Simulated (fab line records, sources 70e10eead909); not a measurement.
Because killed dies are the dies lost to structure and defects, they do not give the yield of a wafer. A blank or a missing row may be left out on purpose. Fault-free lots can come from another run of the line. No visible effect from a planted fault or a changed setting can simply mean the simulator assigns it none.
fab line records ; flow nand-harc ; part 2 of 2: steps 31 to 35 of 35
[record] lots = 5; wafers = 15; last-day = 34
route steps=1302 shown A_ONON_D1@436 A_CHANNEL_HOLE_D1@450
lots untouched by any fault: they come from a run of this same line in which no faults occurred
start-h: hours from the record's first day to the start of the lot's first wafer shown ; wait-h: hours from the lot's prior step to this one ; " identical to the entry in the row above ; L1.1+2: one row covering several wafers at once ; - no value present, or no start provided ; * or withheld: withheld ; < > ~ a bound
route shown NAME@n: a module of which the file shows steps, and the number in the route of the first ; usual: the fault-free wafers' mean and standard deviation ; same: alike in all rows ; chamber/n: place in a boat ; sites: the reading at each site ; _std_site: their standard deviation ; _edge_site: mean of outer sites minus mean of inner sites ; radius-mm: how far each site lies from the wafer's centre ; mask NAME#n: copy n ; behind: the most recent tool/chamber to have shaped the wafer ; hold: the reason the lot was held/the length of the hold in hours/how it ended ; device: which transistor (n, p or np) failed to switch ; end of line: the route-end tests of the same wafers ; a step given without rows: its recipe and nothing more ; killed: the dies lost at the first sort to structure and to defects; this is not the yield of the wafer ; map: the dies of a wafer, with x for killed, . for not killed, _ for no die there
set.NAME: setting as actually run; set.NAME@STEP: the setting as run at that earlier step ; model.NAME: the simulator's own value behind a step, which no gauge read
lots at selected steps of the route; one table per step, one row per wafer
services: from which hour (start-h, from the record's first day; less than 0 if before it) a tool's chamber was out of use, for how many hours, and why
[[steps]]
[step NHARC_A_CHANNEL_HOLE_D1_ETCH_39]
[recipe] target-depth-a = 2600; over-etch-frac = 0.3; time-s = 325; ion-energy-ev = 200; n2-flow-sccm = 150; h2-flow-sccm = 150; ar-flow-sccm = 0; rf-w = 400; bias-w = 150; chemistry = N2/H2
[usual] bias-w = 150.0/0.46; drypump-motor-current-A = 5.6/0.41; oes-product-au = 0.993/0.0092; rf-vpp-V = 429.9/2; showerhead-plenum-p-Torr = 2.01/0.072; throttle-valve-pct = 14.171/0.0079
[same] time-s = 325
lot.wafer;tool;chamber;start-h;wait-h;bias-w;drypump-motor-current-A;oes-product-au;rf-hours-counter-h;rf-vpp-V;showerhead-plenum-p-Torr;throttle-valve-pct
L077.4;rie-diel-10;3;-;-;150.5;5.9;1.004;10;427.6;1.98;14.176
L077.6;rie-diel-10;0;-;-;149.3;6.0;0.985;-;429.7;2.00;14.169
L077.5;rie-diel-10;1;-;-;150.3;5.1;1.002;-;429.9;1.99;14.163
L080.1;rie-diel-10;3;-;-;150.3;5.9;1.001;1;427.1;1.97;14.167
L080.2;rie-diel-10;2;-;-;150.0;5.2;0.990;1;432.9;2.16;14.165
L080.6;rie-diel-10;0;-;-;149.7;6.0;0.975;-;430.5;2.00;14.173
L085.3;rie-diel-03;3;-;-;149.9;5.1;0.997;3;430.0;2.01;14.181
L085.6;rie-diel-03;0;-;-;150.6;6.1;0.987;-;430.7;2.06;14.178
L085.5;rie-diel-03;3;-;-;150.1;5.1;1.005;-;429.5;2.01;14.169
L086.4;rie-diel-10;2;-;-;149.7;5.3;0.996;5;433.9;2.16;14.177
L086.3;rie-diel-10;3;-;-;150.7;6.0;0.991;5;428.4;1.97;14.153
L086.6;rie-diel-10;3;-;-;150.2;5.9;0.998;-;428.9;1.97;14.162
L097.2;rie-diel-10;0;-;-;150.0;6.0;0.988;14;429.7;1.99;14.171
L097.5;rie-diel-10;2;-;-;149.8;5.3;0.982;-;434.1;2.16;14.175
L097.6;rie-diel-10;3;-;-;149.8;5.9;0.989;-;430.1;1.97;14.177
[step NHARC_A_CHANNEL_HOLE_D1_ETCH_34]
[recipe] target-depth-a = 1540; time-s = 77; cf4-flow-sccm = 100; chf3-flow-sccm = 30; ar-flow-sccm = 0; rf-w = 500; bias-w = 200; chemistry = CF4/CHF3
[usual] bias-w = 200.0/0.61; drypump-motor-current-A = 5.6/0.4; oes-product-au = 0.938/0.021; rf-vpp-V = 370.1/2; showerhead-plenum-p-Torr = 1.55/0.054; throttle-valve-pct = 16.803/0.0086
[same] time-s = 77
lot.wafer;tool;chamber;start-h;wait-h;bias-w;drypump-motor-current-A;oes-product-au;rf-hours-counter-h;rf-vpp-V;showerhead-plenum-p-Torr;throttle-valve-pct
L077.4;rie-diel-10;3;-;-;199.7;5.9;0.935;10;369.1;1.53;16.797
L077.5;rie-diel-10;1;-;-;200.1;5.1;0.918;-;368.4;1.54;16.805
L077.6;rie-diel-10;2;-;-;200.2;5.2;0.924;-;372.5;1.66;16.816
L080.2;rie-diel-10;1;-;-;199.5;5.0;0.970;1;369.3;1.54;16.793
L080.1;rie-diel-10;0;-;-;199.4;6.0;0.967;1;368.3;1.54;16.795
L080.6;rie-diel-10;1;-;-;199.9;5.1;0.968;-;370.6;1.54;16.810
L085.3;rie-diel-03;0;-;-;200.1;6.1;0.931;3;371.8;1.59;16.800
L085.5;rie-diel-03;0;-;-;200.6;6.1;0.942;-;370.1;1.59;16.803
L085.6;rie-diel-03;2;-;-;199.9;5.5;0.936;-;371.6;1.58;16.785
L086.4;rie-diel-10;1;-;-;200.6;5.1;0.957;5;370.3;1.54;16.803
L086.3;rie-diel-10;3;-;-;198.7;6.0;0.953;5;368.7;1.53;16.813
L086.6;rie-diel-10;0;-;-;199.0;6.0;0.943;-;368.6;1.54;16.810
L097.2;rie-diel-10;1;-;-;199.2;5.1;0.934;13;370.2;1.53;16.813
L097.6;rie-diel-10;3;-;-;200.1;5.9;0.923;-;367.6;1.52;16.788
L097.5;rie-diel-10;0;-;-;200.1;6.0;0.911;-;370.5;1.54;16.811
[step NHARC_A_CHANNEL_HOLE_D1_ETCH_16]
[recipe] target-depth-a = 31000; over-etch-frac = 0.3; time-s = 806; ion-energy-ev = 150; o2-flow-sccm = 400; cos-flow-sccm = 20; ar-flow-sccm = 0; rf-w = 500; bias-w = 300; chemistry = O2/COS
[usual] bias-w = 299.8/0.87; drypump-motor-current-A = 5.6/0.4; oes-product-au = 0.994/0.0087; rf-vpp-V = 313.6/1.7; showerhead-plenum-p-Torr = 3.08/0.1; throttle-valve-pct = 28.330/0.0088
[same] time-s = 806
lot.wafer;tool;chamber;start-h;wait-h;bias-w;drypump-motor-current-A;oes-product-au;rf-hours-counter-h;rf-vpp-V;showerhead-plenum-p-Torr;throttle-valve-pct
L077.4;rie-diel-10;2;-;-;300.4;5.3;1.006;13;315.6;3.29;28.337
L077.5;rie-diel-10;3;-;-;299.0;5.9;1.008;-;312.7;3.03;28.334
L077.6;rie-diel-10;0;-;-;300.3;6.0;0.991;-;312.4;3.06;28.323
L080.1;rie-diel-10;0;-;-;299.3;6.0;0.985;1;313.8;3.06;28.338
L080.2;rie-diel-10;2;-;-;299.6;5.3;0.990;1;317.2;3.29;28.325
L080.6;rie-diel-10;0;-;-;299.5;6.0;0.987;-;312.6;3.06;28.331
L085.3;rie-diel-03;2;-;-;298.5;5.5;0.999;3;313.4;3.13;28.310
L085.6;rie-diel-03;0;-;-;298.5;6.1;0.983;-;315.1;3.15;28.336
L085.5;rie-diel-03;3;-;-;300.3;5.1;0.994;-;313.7;3.08;28.333
L086.4;rie-diel-10;2;-;-;300.5;5.3;0.989;5;316.4;3.29;28.317
L086.3;rie-diel-10;0;-;-;300.1;6.0;0.975;5;312.7;3.06;28.322
L086.6;rie-diel-10;3;-;-;299.2;5.9;1.002;-;313.7;3.03;28.329
L097.2;rie-diel-10;1;-;-;300.3;5.1;1.007;13;312.1;3.05;28.332
L097.6;rie-diel-10;1;-;-;299.4;5.1;1.008;-;312.3;3.05;28.334
L097.5;rie-diel-10;2;-;-;300.2;5.2;0.994;-;316.0;3.29;28.331
[step NHARC_A_CHANNEL_HOLE_D1_CD_MEAS_18]
[usual] cd-nm = 99.0/2.3
lot.wafer;tool;chamber;start-h;wait-h;cd-nm
L077.4;cd-sem-02;-;213.06;-;96.5
L077.5;cd-sem-02;-;213.06;-;98.3
L077.6;cd-sem-02;-;213.06;-;99.0
L080.1;cd-sem-02;-;263.16;-;98.4
L080.2;cd-sem-02;-;263.16;-;97.6
L080.6;cd-sem-02;-;263.16;-;100.1
L085.3;cd-sem-01;-;296.63;-;94.7
L085.5;cd-sem-01;-;296.63;-;98.4
L085.6;cd-sem-01;-;296.63;-;94.8
L086.3;cd-sem-01;-;307.77;-;99.1
L086.4;cd-sem-01;-;307.77;-;95.2
L086.6;cd-sem-01;-;307.77;-;100.5
L097.2;cd-sem-03;-;406.07;-;102.5
L097.5;cd-sem-03;-;406.07;-;95.0
L097.6;cd-sem-03;-;406.07;-;99.6
[step NHARC_A_CHANNEL_HOLE_D1_ETCH_19]
[recipe] bias-v = 1200; source-w = 2500; pressure-mtorr = 15; time-s = 34.5; ar-flow-sccm = 375; c4f8-flow-sccm = 28.8; o2-flow-sccm = 96.2; temp-c = -20; target-depth-a = *; chemistry = C4F8/O2/Ar
[usual] bias-v = 1199/12; c4f8-flow-sccm = 28.80/0.076; drypump-motor-current-A = 5.71/0.21; oes-air-line-au = 0.999/0.019; showerhead-plenum-p-Torr = 3.71/0.097; throttle-valve-pct = 37.038/0.0096
[same] time-s = 34.5
lot.wafer;tool;chamber;start-h;wait-h;bias-v;c4f8-flow-sccm;drypump-motor-current-A;oes-air-line-au;rf-hours-counter-h;showerhead-plenum-p-Torr;throttle-valve-pct
L077.4;har-etch-02;0;213.16;0.1;1208;28.79;5.35;0.994;-;3.80;37.048
L077.6;har-etch-02;0;213.16;0.1;1199;28.80;5.36;0.993;-;3.80;37.036
L077.5;har-etch-02;1;213.16;0.1;1194;28.72;5.78;1.027;-;3.80;37.033
L080.1;har-etch-02;1;267.86;4.7;1183;28.89;5.80;0.977;343;3.78;37.055
L080.2;har-etch-02;1;267.86;4.7;1209;28.86;5.78;0.943;-;3.78;37.035
L080.6;har-etch-02;1;267.86;4.7;1195;28.92;5.76;0.982;-;3.78;37.044
L085.3;har-etch-02;0;296.75;0.1;1201;28.72;5.34;1.018;-;3.79;37.023
L085.6;har-etch-02;0;296.75;0.1;1200;28.71;5.35;1.012;-;3.79;37.031
L085.5;har-etch-02;1;296.75;0.1;1215;28.95;5.78;1.005;-;3.77;37.030
L086.3;har-etch-02;1;308.88;1.1;1200;28.82;5.78;1.020;-;3.77;37.023
L086.4;har-etch-02;0;308.88;1.1;1162;28.85;5.36;1.008;-;3.78;37.031
L086.6;har-etch-02;0;308.88;1.1;1171;28.92;5.36;1.024;-;3.78;37.040
L097.2;har-etch-01;1;408.04;2.0;1181;28.90;5.69;1.014;225;3.70;37.037
L097.5;har-etch-01;0;408.04;2.0;1201;28.80;5.95;0.969;-;3.52;37.026
L097.6;har-etch-01;1;408.04;2.0;1192;28.70;5.69;0.972;-;3.70;37.036
[[services]]
tool;chamber;start-h;hours;kind
pecvd-03;-;185.18;13.0;pm
pecvd-onon-02;-;185.26;13.0;pm
acl-dep-01;-;189.90;13.0;pm
litho-track-04;-;203.00;7.0;pm
acl-dep-01;-;203.41;5.7;repair
pecvd-03;-;233.55;0.4;repair
har-etch-02;-;241.57;9.9;repair
rie-diel-10;-;242.50;9.0;pm
pecvd-onon-04;-;258.45;5.6;repair
rie-diel-03;1;262.06;34.1;repair
pecvd-onon-01;-;269.00;13.0;pm
pecvd-04;-;269.38;13.0;pm
rie-diel-03;-;281.38;9.0;pm
pecvd-01;-;311.00;13.0;pm
pecvd-onon-04;-;311.75;13.0;pm
pecvd-onon-04;-;326.73;2.5;repair
litho-track-01;-;330.00;7.0;pm
rie-diel-03;0;332.70;5.6;repair
rie-diel-03;3;346.62;14.6;repair
rie-diel-03;2;347.41;6.0;repair
pecvd-onon-02;-;366.26;13.0;pm
acl-dep-01;-;370.95;13.0;pm
har-etch-02;-;377.39;17.0;pm
litho-track-04;-;378.00;7.0;pm
